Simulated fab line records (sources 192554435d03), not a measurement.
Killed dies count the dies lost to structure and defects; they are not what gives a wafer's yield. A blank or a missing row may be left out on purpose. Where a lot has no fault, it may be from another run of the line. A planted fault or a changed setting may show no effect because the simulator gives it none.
Chamber matching || flow n5Finfet || rieDiel-05 running N5_BEOL_M12_ETCH_67: 4 sister chambers
The step etches SiARC in CF4, target depth 143 nm, time 238.3 s. 16 wafers are shown with their chamber, then 8 later ones without.

EACH WAFER AND ITS CHAMBER
{"wafer": "L076.1", "chamber": 3, "drypumpMotorCurrentA (A)": 5.3, "showerheadPlenumPTorr (Torr)": 2.09, "throttleValvePct (%)": 15.79}
{"wafer": "L076.2", "chamber": 0, "drypumpMotorCurrentA (A)": 5.8, "showerheadPlenumPTorr (Torr)": 2.10, "throttleValvePct (%)": 15.60}
{"wafer": "L076.3", "chamber": 2, "drypumpMotorCurrentA (A)": 5.8, "showerheadPlenumPTorr (Torr)": 2.10, "throttleValvePct (%)": 15.90}
{"wafer": "L076.4", "chamber": 1, "drypumpMotorCurrentA (A)": 5.8, "showerheadPlenumPTorr (Torr)": 2.20, "throttleValvePct (%)": 15.44}
{"wafer": "L076.5", "chamber": 3, "drypumpMotorCurrentA (A)": 5.3, "showerheadPlenumPTorr (Torr)": 2.09, "throttleValvePct (%)": 15.78}
{"wafer": "L076.6", "chamber": 2, "drypumpMotorCurrentA (A)": 5.9, "showerheadPlenumPTorr (Torr)": 2.10, "throttleValvePct (%)": 15.88}
{"wafer": "L079.3", "chamber": 2, "drypumpMotorCurrentA (A)": 5.8, "showerheadPlenumPTorr (Torr)": 2.10, "throttleValvePct (%)": 15.90}
{"wafer": "L079.4", "chamber": 0, "drypumpMotorCurrentA (A)": 5.8, "showerheadPlenumPTorr (Torr)": 2.10, "throttleValvePct (%)": 15.60}
{"wafer": "L079.6", "chamber": 0, "drypumpMotorCurrentA (A)": 5.8, "showerheadPlenumPTorr (Torr)": 2.10, "throttleValvePct (%)": 15.59}
{"wafer": "L081.2", "chamber": 0, "drypumpMotorCurrentA (A)": 5.8, "showerheadPlenumPTorr (Torr)": 2.09, "throttleValvePct (%)": 15.60}
{"wafer": "L081.4", "chamber": 0, "drypumpMotorCurrentA (A)": 5.8, "showerheadPlenumPTorr (Torr)": 2.09, "throttleValvePct (%)": 15.61}
{"wafer": "L081.5", "chamber": 3, "drypumpMotorCurrentA (A)": 5.3, "showerheadPlenumPTorr (Torr)": 2.09, "throttleValvePct (%)": 15.84}
{"wafer": "L089.2", "chamber": 3, "drypumpMotorCurrentA (A)": 5.3, "showerheadPlenumPTorr (Torr)": 2.08, "throttleValvePct (%)": 15.86}
{"wafer": "L089.4", "chamber": 2, "drypumpMotorCurrentA (A)": 5.8, "showerheadPlenumPTorr (Torr)": 2.10, "throttleValvePct (%)": 15.95}
{"wafer": "L089.6", "chamber": 0, "drypumpMotorCurrentA (A)": 5.8, "showerheadPlenumPTorr (Torr)": 2.09, "throttleValvePct (%)": 15.64}
{"wafer": "L093.3", "chamber": 2, "drypumpMotorCurrentA (A)": 5.9, "showerheadPlenumPTorr (Torr)": 2.09, "throttleValvePct (%)": 15.96}

SIGNATURES (averages over the wafers above)
{"reading": "drypumpMotorCurrentA", "chamber 0": 5.800, "chamber 1": 5.800, "chamber 2": 5.840, "chamber 3": 5.300, "scatter within a chamber": 0.0316}
{"reading": "showerheadPlenumPTorr", "chamber 0": 2.0950, "chamber 1": 2.2000, "chamber 2": 2.0980, "chamber 3": 2.0875, "scatter within a chamber": 0.00504}
{"reading": "throttleValvePct", "chamber 0": 15.6067, "chamber 1": 15.4400, "chamber 2": 15.9180, "chamber 3": 15.8175, "scatter within a chamber": 0.0301}
Rule: for each reading, subtract the chamber's mean from the wafer's reading, divide by that reading's scatter and square the result; add these up over the readings and take the root, which gives the wafer's distance from the chamber. The wafer belongs to the nearest chamber; if the next one is less than 2 further off, it can't be placed. The scatter: the root of (the sum of the squares of (reading less its chamber's mean) over the shown wafers, divided by (wafers less chambers)).

WAFERS MISSING THEIR CHAMBER
{"wafer": "L093.4", "drypumpMotorCurrentA (A)": 5.8, "showerheadPlenumPTorr (Torr)": 2.09, "throttleValvePct (%)": 15.66}
{"wafer": "L093.5", "drypumpMotorCurrentA (A)": 5.8, "showerheadPlenumPTorr (Torr)": 2.09, "throttleValvePct (%)": 15.98}
{"wafer": "L097.1", "drypumpMotorCurrentA (A)": 5.3, "showerheadPlenumPTorr (Torr)": 2.07, "throttleValvePct (%)": 15.90}
{"wafer": "L097.2", "drypumpMotorCurrentA (A)": 5.9, "showerheadPlenumPTorr (Torr)": 2.09, "throttleValvePct (%)": 15.99}
{"wafer": "L097.3", "drypumpMotorCurrentA (A)": 5.8, "showerheadPlenumPTorr (Torr)": 2.18, "throttleValvePct (%)": 15.54}
{"wafer": "L097.4", "drypumpMotorCurrentA (A)": 5.3, "showerheadPlenumPTorr (Torr)": 2.07, "throttleValvePct (%)": 15.91}
{"wafer": "L097.5", "drypumpMotorCurrentA (A)": 5.9, "showerheadPlenumPTorr (Torr)": 2.09, "throttleValvePct (%)": 16.00}
{"wafer": "L097.6", "drypumpMotorCurrentA (A)": 5.8, "showerheadPlenumPTorr (Torr)": 2.18, "throttleValvePct (%)": 15.53}

WHICH CHAMBER EACH WENT THROUGH
{"wafer": "L093.4", "from the rows above": 0, "in truth": 0}
{"wafer": "L093.5", "from the rows above": 2, "in truth": 2}
{"wafer": "L097.1", "from the rows above": 3, "in truth": 3}
{"wafer": "L097.2", "from the rows above": 2, "in truth": 2}
{"wafer": "L097.3", "from the rows above": 1, "in truth": 1}
{"wafer": "L097.4", "from the rows above": 3, "in truth": 3}
{"wafer": "L097.5", "from the rows above": 2, "in truth": 2}
{"wafer": "L097.6", "from the rows above": 1, "in truth": 1}
Correctly placed: 8 of 8. From these rows, 0 cannot be placed. Wrongly placed: 0.
